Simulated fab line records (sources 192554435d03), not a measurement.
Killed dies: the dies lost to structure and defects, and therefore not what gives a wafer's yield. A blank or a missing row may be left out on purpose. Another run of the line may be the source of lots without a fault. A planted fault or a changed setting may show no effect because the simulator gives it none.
Matching of chambers + flow n5-finfet + rie-diel-06 running N5_BEOL_M7_STRIP_19: 4 sister chambers
The step strips in O2. 20 wafers are shown with their chamber, then 10 later ones without.

WAFERS PAIRED WITH THEIR CHAMBERS
| wafer  | chamber | drypump-motor-current-A (A) | showerhead-plenum-p-Torr (Torr) | throttle-valve-pct (%) |
|--------|---------|-----------------------------|---------------------------------|------------------------|
| L075.1 | 0       | 5.47                        | 2.13                            | 16.38                  |
| L075.4 | 3       | 5.07                        | 1.99                            | 16.74                  |
| L075.5 | 0       | 5.46                        | 2.13                            | 16.39                  |
| L077.2 | 2       | 5.94                        | 2.20                            | 16.41                  |
| L077.3 | 1       | 5.95                        | 2.13                            | 16.37                  |
| L077.6 | 3       | 5.05                        | 1.98                            | 16.76                  |
| L082.1 | 3       | 5.07                        | 1.98                            | 16.77                  |
| L082.2 | 2       | 5.96                        | 2.19                            | 16.44                  |
| L082.6 | 0       | 5.42                        | 2.13                            | 16.43                  |
| L081.1 | 0       | 5.49                        | 2.13                            | 16.41                  |
| L081.3 | 1       | 5.99                        | 2.13                            | 16.38                  |
| L081.6 | 1       | 5.98                        | 2.13                            | 16.39                  |
| L084.1 | 3       | 5.07                        | 1.98                            | 16.78                  |
| L084.2 | 1       | 5.97                        | 2.13                            | 16.37                  |
| L084.5 | 1       | 5.95                        | 2.13                            | 16.40                  |
| L085.1 | 3       | 5.06                        | 1.98                            | 16.79                  |
| L085.2 | 1       | 5.97                        | 2.12                            | 16.39                  |
| L085.6 | 0       | 5.45                        | 2.13                            | 16.42                  |
| L089.1 | 0       | 5.48                        | 2.13                            | 16.43                  |
| L089.2 | 2       | 5.96                        | 2.19                            | 16.46                  |

SIGNATURES (means of the wafers above)
| reading                  | chamber 0 | chamber 1 | chamber 2 | chamber 3 | scatter within a chamber |
|--------------------------|-----------|-----------|-----------|-----------|--------------------------|
| drypump-motor-current-A  | 5.4617    | 5.9683    | 5.9533    | 5.0640    | 0.0176                   |
| showerhead-plenum-p-Torr | 2.1300    | 2.1283    | 2.1933    | 1.9820    | 0.00379                  |
| throttle-valve-pct       | 16.4100   | 16.3833   | 16.4367   | 16.7680   | 0.0188                   |
Rule: a wafer lies at a distance from a chamber equal to the root of the sum of squares, over the readings, of (its reading less the chamber's mean, divided by the reading's scatter). The wafer belongs to the nearest chamber; if the next one is less than 2 further off, it can't be placed. The scatter is the square root of a quotient: the sum, over the shown wafers, of each reading's squared deviation from its chamber's mean, divided by wafers minus chambers.

WAFERS WITHOUT THEIR CHAMBER
| wafer  | drypump-motor-current-A (A) | showerhead-plenum-p-Torr (Torr) | throttle-valve-pct (%) |
|--------|-----------------------------|---------------------------------|------------------------|
| L089.5 | 6.00                        | 2.12                            | 16.41                  |
| L094.1 | 5.97                        | 2.19                            | 16.45                  |
| L094.2 | 5.45                        | 2.12                            | 16.45                  |
| L094.4 | 5.46                        | 2.12                            | 16.45                  |
| L095.2 | 5.45                        | 2.12                            | 16.46                  |
| L095.5 | 5.46                        | 2.12                            | 16.45                  |
| L095.6 | 5.99                        | 2.12                            | 16.42                  |
| L097.2 | 5.97                        | 2.12                            | 16.46                  |
| L097.4 | 5.98                        | 2.18                            | 16.48                  |
| L097.6 | 5.46                        | 2.12                            | 16.47                  |

EACH ONE'S CHAMBER
| wafer  | from the rows above | in truth |
|--------|---------------------|----------|
| L089.5 | 1                   | 1        |
| L094.1 | 2                   | 2        |
| L094.2 | 0                   | 0        |
| L094.4 | 0                   | 0        |
| L095.2 | 0                   | 0        |
| L095.5 | 0                   | 0        |
| L095.6 | 1                   | 1        |
| L097.2 | 1                   | 1        |
| L097.4 | 2                   | 2        |
| L097.6 | 0                   | 0        |
Correct placement for 10 of the 10. From these rows, 0 cannot be placed. Wrongly placed: 0.
